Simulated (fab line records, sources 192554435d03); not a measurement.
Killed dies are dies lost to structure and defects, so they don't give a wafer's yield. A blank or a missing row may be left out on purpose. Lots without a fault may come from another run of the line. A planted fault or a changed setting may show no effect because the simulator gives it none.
fab line records | flow n5_finfet
record lots=7 wafers=39
route steps=1938 shown MOL_CONTACT_COAG@615 BEOL_M3@980 BEOL_M5@1174 BEOL_M6@1197 BEOL_M9@1417
start_h: hours from the record's first day to the start of the lot's first wafer shown | wait_h: hours since the lot's step before | " the same as in the row above | L1.1+2: a row that stands for several wafers | - no value, or no start given | * or withheld: withheld | < > ~ a bound
route shown NAME@n: a module of which the file shows steps, and the number in the route of the first | usual: mean/standard deviation of fault-free wafers | same: alike in all rows | chamber/n: place in a boat | sites: the reading at each site | _std_site: their standard deviation | _edge_site: outer sites' mean less inner sites' | radius_mm: how far each site lies from the wafer's centre | mask NAME#n: copy n | behind: the tool/chamber that last shaped the wafer | hold: why the lot was held/for how many hours/how that ended | device: the transistor (n, p or np) that didn't switch | end of line: the same wafers' tests at the end of the route | a step without rows: its recipe alone | killed: dies lost to structure and defects at the first sort, not the wafer's yield | map: a wafer's dies, x killed, . not, _ none there
set.NAME: the setting as run; set.NAME@STEP: as run at that earlier step | model.NAME: the simulator's own value behind a step, which no gauge read
lots whose settings were changed on purpose; a table a step, a row a wafer
## steps
# step N5_MOL_CONTACT_COAG_VIA_ETCH_117
# recipe chemistry=C4F6/O2 target_depth_a=400 overetch_a=80 mask_material=SOC target=SiO2 bias_w=455 pressure_mtorr=10 time_s=26 source_w=325 Ar_flow_sccm=300 C4F6_flow_sccm=10 O2_flow_sccm=10 ion_energy_ev=575.3 ends=end_point
# columns lot.wafer tool chamber start_h wait_h set.target_depth_a model.SOC_of_MOL_CONTACT_COAG_COAT_62.thk_nm
L078.1 rie_diel-05 2 134.72 0.0 496.2 50.2
L078.2 " 0 " " 400 51.2
L078.3+4 " 3,2 " " 496.2 50.4
L078.5+6 " 3,0 " " 400 51.4
L081.1+6 rie_diel-05 0 143.15 0.0 290.1 52.8
L081.2+3+4 " 3,2,1 " " 400 51.6
L081.5 " 1 " " 290.1 53
L083.1+3+6 rie_diel-05 2,1,2 160.08 0.0 400 51.4
L083.2+4 " 0,3 " " 544.8 49.6
L083.5 " 3 " " 544.8 49.4
L086.1 rie_diel-06 1 171.59 0.0 488.8 50.4
L086.2+6 " 0,3 " " 488.8 50.6
L086.3 " 2 " " 400 51.6
L086.4+5 " 3,0 " " 400 51.8
L091.1 rie_diel-05 2 203.05 0.0 400 51.4
L091.4+6 " 0,1 " " 400 51.6
L092.1+4 rie_diel-04 0,2 213.45 0.0 400 52
L092.2+6 " 3,2 " " 230.1 53.8
L092.3 " 1 " " 400 51.4
L092.5 " 1 " " 230.1 53.6
L096.1 rie_diel-06 1 240.88 0.0 400 51
L096.2+5 " 3,0 " " 561.3 49.6
L096.3+4 " 2,0 " " 400 51.4
L096.6 " 3 " " 561.3 49.8
# step N5_MOL_CONTACT_COAG_ETCH_124
# recipe chemistry=CH3F/O2 target=SiNx target_depth_a=65 mask_material=SOC stop_on=SiOC over_etch_frac=0.3 ion_energy_ev=120 pressure_mtorr=30 source_w=395 bias_w=73 Ar_flow_sccm=150 CH3F_flow_sccm=30 O2_flow_sccm=20 ends=end_point
# columns lot.wafer tool chamber start_h wait_h set.target_depth_a@MOL_CONTACT_COAG_VIA_ETCH_117 model.etch.depth_nm model.SOC_of_MOL_CONTACT_COAG_COAT_62.thk_nm
L078.1 rie_diel-05 2 134.75 0.0 496.2 4.351 47
L078.2 " 0 " " 400 5.005 48.2
L078.3 " 3 " " 496.2 4.356 47.4
L078.4 " 2 " " 496.2 4.395 47.2
L078.5 " 3 " " 400 4.971 48.4
L078.6 " 0 " " 400 4.992 48.4
L081.1 rie_diel-05 0 143.17 0.0 290.1 4.987 49.6
L081.2 " 3 " " 400 4.981 48.6
L081.3 " 2 " " 400 4.971 48.6
L081.4 " 1 " " 400 4.97 48.6
L081.5 " 1 " " 290.1 4.953 49.8
L081.6 " 0 " " 290.1 4.953 49.6
L083.1 rie_diel-05 2 160.11 0.0 400 4.954 48.2
L083.2 " 0 " " 544.8 4.009 46.4
L083.3 " 1 " " 400 5.015 48.4
L083.4 " 3 " " 544.8 4.055 46.6
L083.5 " 3 " " 544.8 4.061 46.4
L083.6 " 2 " " 400 5.012 48.4
L086.1 rie_diel-06 1 171.62 0.0 488.8 4.345 47.4
L086.2 " 0 " " 488.8 4.399 47.4
L086.3 " 2 " " 400 4.99 48.6
L086.4 " 3 " " 400 4.963 48.6
L086.5 " 0 " " 400 4.996 48.6
L086.6 " 3 " " 488.8 4.385 47.4
L091.1 rie_diel-05 2 203.08 0.0 400 4.963 48.2
L091.4 " 0 " " 400 4.978 48.6
L091.6 " 1 " " 400 4.975 48.6
L092.1 rie_diel-04 0 213.47 0.0 400 5 49
L092.2 " 3 " " 230.1 4.974 50.6
L092.3 " 1 " " 400 5.004 48.4
L092.4 " 2 " " 400 4.963 49
L092.5 " 1 " " 230.1 4.999 50.6
L092.6 " 2 " " 230.1 4.995 50.8
L096.1 rie_diel-06 1 240.91 0.0 400 4.996 48
L096.2 " 3 " " 561.3 3.903 46.4
L096.3 " 2 " " 400 4.991 48.2
L096.4 " 0 " " 400 4.994 48.2
L096.5 " 0 " " 561.3 3.935 46.4
L096.6 " 3 " " 561.3 3.905 46.6
# step N5_MOL_CONTACT_COAG_ETCH_48
# recipe chemistry=C4F6/O2 target_depth_a=150 overetch_a=45 mask_material=SOC target=SiOC bias_w=465 pressure_mtorr=10 time_s=17 source_w=335 Ar_flow_sccm=300 C4F6_flow_sccm=10 O2_flow_sccm=10 ion_energy_ev=576
# columns lot.wafer tool chamber start_h wait_h set.target_depth_a@MOL_CONTACT_COAG_VIA_ETCH_117 model.SOC_of_MOL_CONTACT_COAG_COAT_62.thk_nm
L078.1 rie_diel-05 2 134.79 0.0 496.2 44.4
L078.2 " 0 " " 400 45.4
L078.3 " 3 " " 496.2 44.8
L078.4 " 2 " " 496.2 44.6
L078.5+6 " 3,0 " " 400 45.6
L081.1+6 rie_diel-05 0 143.21 0.0 290.1 47
L081.2+4 " 3,1 " " 400 46
L081.3 " 2 " " 400 45.8
L081.5 " 1 " " 290.1 47.2
L083.1 rie_diel-05 2 160.15 0.0 400 45.6
L083.2+5 " 0,3 " " 544.8 43.8
L083.3+6 " 1,2 " " 400 45.8
L083.4 " 3 " " 544.8 44
L086.1 rie_diel-06 1 171.66 0.0 488.8 44.6
L086.2+6 " 0,3 " " 488.8 44.8
L086.3 " 2 " " 400 45.8
L086.4+5 " 3,0 " " 400 46
L091.1 rie_diel-05 2 203.12 0.0 400 45.6
L091.4 " 0 " " 400 45.8
L091.6 " 1 " " 400 46
L092.1+4 rie_diel-04 0,2 213.51 0.0 400 46.4
L092.2+5 " 3,1 " " 230.1 47.8
L092.3 " 1 " " 400 45.6
L092.6 " 2 " " 230.1 48.2
L096.1 rie_diel-06 1 240.95 0.0 400 45.2
L096.2+5 " 3,0 " " 561.3 43.8
L096.3+4 " 2,0 " " 400 45.6
L096.6 " 3 " " 561.3 44
# step N5_BEOL_M3_TRENCH_ETCH_37
# recipe chemistry=C4F6/O2 target_depth_a=555.55 target=SiOC time_s=29.2 ion_energy_ev=250 pressure_mtorr=30 source_w=355 bias_w=185 Ar_flow_sccm=300 C4F6_flow_sccm=10 O2_flow_sccm=10
# columns lot.wafer tool chamber start_h wait_h set.target_depth_a model.BEOL_M3.feature_depth_nm model.etch.depth_nm model.TiN_of_BEOL_M3_HM_DEP_02.thk_nm
L078.1 rie_diel-03 0 - - 867.5 87.8 87.77 16.2
L078.2 " 3 " " 867.5 85.4 85.38 16.4
L078.3 " 2 " " 867.5 87.2 87.15 16.4
L078.4 " 1 " " 555.55 57.8 57.82 17.8
L078.5 " 3 " " 555.55 54.6 54.68 17.8
L078.6 " 2 " " 555.55 56.4 56.42 17.6
L081.1 rie_diel-01 2 - - 555.55 55.8 55.9 18
L081.2 " 3 " " 555.55 56.4 56.31 17.8
L081.3 " 0 " " 555.55 55.6 55.66 17.8
L081.4 " 1 " " 317 31.2 31.25 19
L081.5 " 3 " " 317 32 31.92 18.8
L081.6 " 0 " " 317 31.6 31.59 19
L083.1 rie_diel-01 1 - - 555.55 54.6 54.69 18
L083.2 " 0 " " 555.55 55.8 55.81 18.2
L083.3 " 2 " " 555.55 55.6 55.69 18.2
L083.4 " 3 " " 555.55 55.2 55.3 18.2
L083.5 " 1 " " 555.55 54.8 54.82 18.2
L083.6 " 0 " " 555.55 55.6 55.51 18
L086.1 rie_diel-02 2 - - 555.55 56 55.92 17.8
L086.2 " 0 " " 751.7 74.4 74.31 16.6
L086.3 " 1 " " 555.55 54.2 54.19 17.6
L086.4 " 3 " " 751.7 76.2 76.19 16.6
L086.5 " 2 " " 751.7 75 74.92 16.8
L086.6 " 1 " " 555.55 53.8 53.82 17.8
L091.1 rie_diel-01 2 - - 555.55 55.6 55.67 17.8
L091.4 " 1 " " 555.55 54.4 54.36 17.8
L091.6 " 3 " " 555.55 56.2 56.11 17.8
L092.1 rie_diel-01 0 - - 555.55 55.6 55.63 17.6
L092.2 " 2 " " 555.55 55.6 55.69 17.8
L092.3 " 1 " " 766.8 77.2 77.21 17
L092.4 " 3 " " 555.55 57 56.96 18
L092.5 " 2 " " 766.8 77.8 77.73 16.6
L092.6 " 1 " " 766.8 76.4 76.46 17
L096.1 rie_diel-01 0 - - 849.2 84.4 84.49 16.6
L096.2 " 1 " " 555.55 54.6 54.69 17.8
L096.3 " 2 " " 849.2 85 84.92 16.6
L096.4 " 2 " " 555.55 55.2 55.2 17.4
L096.5 " 0 " " 555.55 55.2 55.13 17.6
L096.6 " 1 " " 849.2 82.6 82.54 16.8
# step N5_BEOL_M3_ETCH_41
# recipe chemistry=CH3F/O2 target=SiCN target_depth_a=299 taper_deg=2 time_s=52.5 ion_energy_ev=120 mask_material=TiN pressure_mtorr=30 source_w=395 bias_w=75 Ar_flow_sccm=150 CH3F_flow_sccm=30 O2_flow_sccm=20
# step N5_BEOL_M3_STRIP_97
# recipe chemistry=N2/H2 time_s=10 power_w=450 temp_c=40 pressure_mtorr=20 rf_frequency_hz=6e+07 bias_power_w=7 n2_flow_sccm=200 h2_flow_sccm=200
# step N5_BEOL_M3_OCD_MEAS_38
# usual trench_depth_nm=55.5/0.86
# columns lot.wafer tool chamber start_h wait_h set.target_depth_a@BEOL_M3_TRENCH_ETCH_37 trench_depth_nm
L078.1 ocd-02 - 179.39 - 867.5 87.7
L078.2 " - " " 867.5 85.1
L078.3 " - " " 867.5 87.2
L078.4 " - " " 555.55 57.8
L078.5 " - " " 555.55 54.6
L078.6 " - " " 555.55 56.3
L081.1 ocd-02 - 199.43 - 555.55 55.8
L081.2 " - " " 555.55 56.3
L081.3 " - " " 555.55 56.0
L081.4 " - " " 317 31.5
L081.5 " - " " 317 32.0
L081.6 " - " " 317 32.1
L083.1 ocd-01 - 225.37 - 555.55 54.1
L083.2 " - " " 555.55 55.7
L083.3 " - " " 555.55 55.6
L083.4 " - " " 555.55 55.2
L083.5 " - " " 555.55 54.7
L083.6 " - " " 555.55 55.8
L086.1 ocd-01 - 247.60 - 555.55 55.7
L086.2 " - " " 751.7 74.4
L086.3 " - " " 555.55 54.2
L086.4 " - " " 751.7 76.4
L086.5 " - " " 751.7 75.3
L086.6 " - " " 555.55 53.8
L091.1 ocd-01 - 267.44 - 555.55 55.6
L091.4 " - " " 555.55 54.4
L091.6 " - " " 555.55 55.9
L092.1 ocd-01 - 276.98 - 555.55 55.9
L092.2 " - " " 555.55 56.3
L092.3 " - " " 766.8 77.0
L092.4 " - " " 555.55 56.6
L092.5 " - " " 766.8 78.2
L092.6 " - " " 766.8 76.5
L096.1 ocd-01 - 314.12 - 849.2 84.5
L096.2 " - " " 555.55 54.7
L096.3 " - " " 849.2 84.7
L096.4 " - " " 555.55 55.3
L096.5 " - " " 555.55 54.9
L096.6 " - " " 849.2 83.0
# step N5_BEOL_M5_CVD_47
# recipe material=Co target_thk_a=30 temp_c=withheld precursor=CCTBA/H2 pressure_torr=30 time_s=216
# columns lot.wafer tool chamber start_h wait_h set.target_thk_a model.Co_of_BEOL_M5_CVD_47.thk_nm
L078.1 cvd_co-01 2 210.31 0.0 30 3.2
L078.2+3+4+5 " 1,0,1,2 " " 30 3
L078.6 " 0 " " 30 2.8
L081.1+3 cvd_co-02 1,2 242.65 0.3 30 3
L081.2 " 0 " " 15.96 1.8
L081.4+5 " 1,0 " " 15.96 1.6
L081.6 " 2 " " 30 2.8
L083.1+2+3+5+6 cvd_co-01 0,2,1,1,2 257.14 0.0 30 3
L083.4 " 0 " " 30 2.8
L086.1+2+3 cvd_co-02 1,0,2 268.32 0.1 41.73 4.2
L086.4+6 " 2,0 " " 30 3
L086.5 " 1 " " 30 3.2
L091.1 cvd_co-01 0 294.57 0.1 30 2.8
L091.4+6 " 2,0 " " 30 3
L092.1+6 cvd_co-01 2 317.90 0.2 16.78 1.6
L092.2+4 " 0,1 " " 30 2.8
L092.3 " 1 " " 16.78 1.4
L092.5 " 0 " " 30 2.6
L096.1 cvd_co-02 0 350.96 0.2 43.2 4.6
L096.2+4 " 2,1 " " 43.2 4.4
L096.3+6 " 1,0 " " 30 3.2
L096.5 " 2 " " 30 3
# step N5_BEOL_M5_SPUTTER_48
# recipe material=Cu target_thk_a=150 temp_c=-20 chamber_pressure_pa=0.07 power_w=withheld time_s=27.62
# step N5_BEOL_M5_ANNEAL_49
# recipe temp_c=400 time_s=1800 ambient=vacuum
# step N5_BEOL_M5_ECD_50
# recipe material=Cu target_thk_a=3000
# step N5_BEOL_M5_ANNEAL_51
# recipe temp_c=225 time_s=90 ambient=N2
# step N5_BEOL_M5_CMP_52
# recipe stop_on=SiCOH_lowk t_overpolish_s=6.9 down_force_psi=1 platen_rpm=50 clearing_platen_down_force_psi=1.5 clearing_platen_rpm=50 post_cmp_clean=cu_alkaline target_thk_nm=62 clearing_platen_pad_velocity_m_s=0.99484 pad_velocity_m_s=0.99484
# usual barrier_field_endpoint_s=24.6/0.56
# columns lot.wafer tool chamber start_h wait_h set.target_thk_a@BEOL_M5_CVD_47 barrier_field_endpoint_s
L078.3 cmp-02 2 217.70 0.2 30 24.5
L078.2 " 3 " " 30 24.4
L078.1 " 0 " " 30 25.5
L078.4 " 1 " " 30 25.4
L078.5 " 2 " " 30 24.5
L078.6 " 3 " " 30 25.6
L081.1 cmp-02 1 249.75 0.3 30 24.4
L081.4 " 2 " " 15.96 23.1
L081.2 " 3 " " 15.96 22.7
L081.3 " 0 " " 30 24.4
L081.6 " 1 " " 30 25.4
L081.5 " 2 " " 15.96 22.6
L083.3 cmp-02 1 262.16 0.2 30 24.6
L083.4 " 2 " " 30 24.5
L083.2 " 3 " " 30 24.7
L083.1 " 0 " " 30 24.9
L083.6 " 1 " " 30 24.7
L083.5 " 2 " " 30 24.1
L086.2 cmp-03 1 273.70 0.2 41.73 25.3
L086.3 " 2 " " 41.73 25.3
L086.4 " 3 " " 30 24.3
L086.1 " 0 " " 41.73 25.7
L086.6 " 1 " " 30 24.6
L086.5 " 2 " " 30 24.2
L091.4 cmp-04 2 299.70 0.1 30 24.8
L091.1 " 1 " " 30 25.1
L091.6 " 3 " " 30 24.7
L092.2 cmp-02 3 322.94 0.2 30 24.5
L092.1 " 0 " " 16.78 23.3
L092.3 " 1 " " 16.78 23.1
L092.4 " 2 " " 30 24.3
L092.6 " 3 " " 16.78 22.8
L092.5 " 0 " " 30 24.7
L096.3 cmp-02 1 355.96 0.2 30 25.1
L096.2 " 2 " " 43.2 25.9
L096.1 " 3 " " 43.2 26.3
L096.4 " 0 " " 43.2 26.6
L096.6 " 1 " " 30 24.7
L096.5 " 2 " " 30 24.4
# step N5_BEOL_M6_PECVD_70
# recipe material=SiO2 target_thk_a=200 temp_c=400 precursor=TEOS/O2 pressure_torr=5.5 rf_w=450 teos_flow_sccm=53.8 gas=O2 flow_sccm=3000 time_s=22.7
# columns lot.wafer tool chamber start_h wait_h set.time_s model.SiO2_of_BEOL_M6_PECVD_70.thk_nm
L078.1 pecvd-04 2 218.95 0.0 33.84 29.6
L078.2 " 1 " " 33.84 29.4
L078.3 " 0 " " 22.7 20
L078.4 " 2 " " 22.7 20.6
L078.5 " 0 " " 22.7 20.2
L078.6 " 1 " " 33.84 30
L081.1 pecvd-01 0 250.99 0.0 29.59 25.8
L081.2 " 2 " " 22.7 19.8
L081.3 " 1 " " 22.7 20.2
L081.4 " 2 " " 29.59 26
L081.5 " 0 " " 22.7 20.4
L081.6 " 1 " " 29.59 26.2
L083.1 pecvd-04 2 263.42 0.0 22.7 20.2
L083.2+5 " 0 " " 22.7 19.8
L083.3 " 1 " " 10.03 9.2
L083.4+6 " 1,2 " " 10.03 9.6
L086.1+2 pecvd-01 0,1 274.95 0.0 22.7 20.2
L086.3 " 2 " " 28.52 25
L086.4 " 1 " " 22.7 20.6
L086.5 " 0 " " 28.52 25.4
L086.6 " 2 " " 28.52 25.6
L091.1+4 pecvd-01 1,2 300.94 0.0 22.7 20.2
L091.6 " 1 " " 22.7 20.8
L092.1 pecvd-03 0 324.29 0.0 19.29 17.2
L092.2+4 " 1 " " 22.7 20.2
L092.3 " 2 " " 22.7 20
L092.5 " 2 " " 19.29 16.8
L092.6 " 0 " " 19.29 17.4
L096.1+5 pecvd-03 0,1 357.35 0.0 10.17 9.2
L096.2 " 1 " " 10.17 9
L096.3 " 2 " " 22.7 19.6
L096.4 " 0 " " 22.7 20.2
L096.6 " 2 " " 22.7 19.8
# step N5_BEOL_M9_DESCUM_16
# recipe chemistry=O2 time_s=7.9 source_power_w=50 bias_power_w=20 pressure_mtorr=20 rf_frequency_hz=2.712e+07 temp_c=40 resist=CAR-ArF o2_flow_sccm=225
# columns lot.wafer tool chamber start_h wait_h set.time_s model.CAR-ArF_of_BEOL_M9_COAT_05.thk_nm
L078.1 rie_diel-01 1 255.83 1.7 3.825 86
L078.2+4 " 0,2 " " 3.825 85.8
L078.3+5+6 " 3,3,0 " " 7.9 83.6
L081.1+5 rie_diel-03 1,3 280.88 0.1 6.622 84.4
L081.2+6 " 0 " " 7.9 83.4
L081.3 " 3 " " 7.9 83.6
L081.4 " 2 " " 6.622 84.2
L083.1+6 rie_diel-03 2,0 291.58 0.1 10.42 81.8
L083.2 " 3 " " 10.42 82
L083.3 " 0 " " 7.9 83.4
L083.4 " 1 " " 7.9 83.6
L083.5 " 3 " " 7.9 83.2
L086.1+2+3+5+6 rie_diel-03 3,1,2,3,0 299.78 0.0 7.9 83.4
L086.4 " 0 " " 7.9 83.6
L091.1 rie_diel-02 3 330.09 0.0 7.9 83.4
L091.4 " 1 " " 7.9 83.6
L091.6 " 2 " " 7.9 83.2
L092.1+5 rie_diel-02 3,2 363.00 0.0 7.9 83.6
L092.2 " 1 " " 7.9 84
L092.3+4 " 0,2 " " 6.368 84.4
L092.6 " 1 " " 6.368 84.6
L096.1+6 rie_diel-01 0 385.31 0.4 7.9 84
L096.2+3+5 " 2,3,3 " " 7.9 83.8
L096.4 " 2 " " 7.9 83.6
# step N5_BEOL_M9_ETCH_61
# recipe chemistry=CF4 target=SiARC target_depth_a=390 mask_material=CAR-ArF time_s=65 ion_energy_ev=80 pressure_mtorr=40 source_w=545 bias_w=36 Ar_flow_sccm=100 cf4_flow_sccm=100 ends=cleared
# columns lot.wafer tool chamber start_h wait_h set.time_s@BEOL_M9_DESCUM_16 model.CAR-ArF_of_BEOL_M9_COAT_05.thk_nm
L078.1+2+4 rie_diel-01 1,0,2 255.87 0.0 3.825 58
L078.3+5+6 " 3,3,0 " " 7.9 55.6
L081.1+4+5 rie_diel-03 1,2,3 280.92 0.0 6.622 56.2
L081.2+6 " 0 " " 7.9 55.2
L081.3 " 3 " " 7.9 55.4
L083.1+6 rie_diel-03 2,0 291.61 0.0 10.42 53.8
L083.2 " 3 " " 10.42 54
L083.3+4 " 0,1 " " 7.9 55.4
L083.5 " 3 " " 7.9 55.2
L086.1 rie_diel-03 3 299.81 0.0 7.9 55.6
L086.2+3+5+6 " 1,2,3,0 " " 7.9 55.4
L086.4 " 0 " " 7.9 55.8
L091.1+4 rie_diel-02 3,1 330.12 0.0 7.9 55.6
L091.6 " 2 " " 7.9 55.2
L092.1 rie_diel-02 3 363.03 0.0 7.9 55.6
L092.2 " 1 " " 7.9 56
L092.3+4 " 0,2 " " 6.368 56.4
L092.5 " 2 " " 7.9 55.8
L092.6 " 1 " " 6.368 56.6
L096.1 rie_diel-01 0 385.35 0.0 7.9 56
L096.2+4 " 2 " " 7.9 55.6
L096.3+5+6 " 3,3,0 " " 7.9 55.8
## key
split step=N5_MOL_CONTACT_COAG_VIA_ETCH_117 setting=target_depth_a stated=400 by=wafer
response step=N5_MOL_CONTACT_COAG_VIA_ETCH_117 reading=model.SOC_of_MOL_CONTACT_COAG_COAT_62.thk_nm change=-0.0456 per=1% r=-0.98
response step=N5_MOL_CONTACT_COAG_ETCH_124 reading=model.etch.depth_nm shape=bent at_lowest=4.989 at_stated=4.985 at_highest=3.915
response step=N5_MOL_CONTACT_COAG_ETCH_124 reading=model.SOC_of_MOL_CONTACT_COAG_COAT_62.thk_nm change=-0.0453 per=1% r=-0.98
response step=N5_MOL_CONTACT_COAG_ETCH_48 reading=model.SOC_of_MOL_CONTACT_COAG_COAT_62.thk_nm change=-0.044 per=1% r=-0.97
split step=N5_BEOL_M3_TRENCH_ETCH_37 setting=target_depth_a stated=555.55 by=wafer
response step=N5_BEOL_M3_TRENCH_ETCH_37 reading=model.BEOL_M3.feature_depth_nm change=+0.555 per=1% r=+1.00
response step=N5_BEOL_M3_TRENCH_ETCH_37 reading=model.etch.depth_nm change=+0.554 per=1% r=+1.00
response step=N5_BEOL_M3_TRENCH_ETCH_37 reading=model.TiN_of_BEOL_M3_HM_DEP_02.thk_nm change=-0.0236 per=1% r=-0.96
response step=N5_BEOL_M3_OCD_MEAS_38 reading=trench_depth_nm change=+0.554 per=1% r=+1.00
split step=N5_BEOL_M5_CVD_47 setting=target_thk_a stated=30 by=wafer
response step=N5_BEOL_M5_CVD_47 reading=model.Co_of_BEOL_M5_CVD_47.thk_nm change=+0.0283 per=1% r=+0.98
response step=N5_BEOL_M5_CMP_52 reading=barrier_field_endpoint_s change=+0.0347 per=1% r=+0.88
split step=N5_BEOL_M6_PECVD_70 setting=time_s stated=22.7 by=wafer
response step=N5_BEOL_M6_PECVD_70 reading=model.SiO2_of_BEOL_M6_PECVD_70.thk_nm change=+0.192 per=1% r=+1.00
split step=N5_BEOL_M9_DESCUM_16 setting=time_s stated=7.9 by=wafer
response step=N5_BEOL_M9_DESCUM_16 reading=model.CAR-ArF_of_BEOL_M9_COAT_05.thk_nm change=-0.045 per=1% r=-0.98
response step=N5_BEOL_M9_ETCH_61 reading=model.CAR-ArF_of_BEOL_M9_COAT_05.thk_nm change=-0.046 per=1% r=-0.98
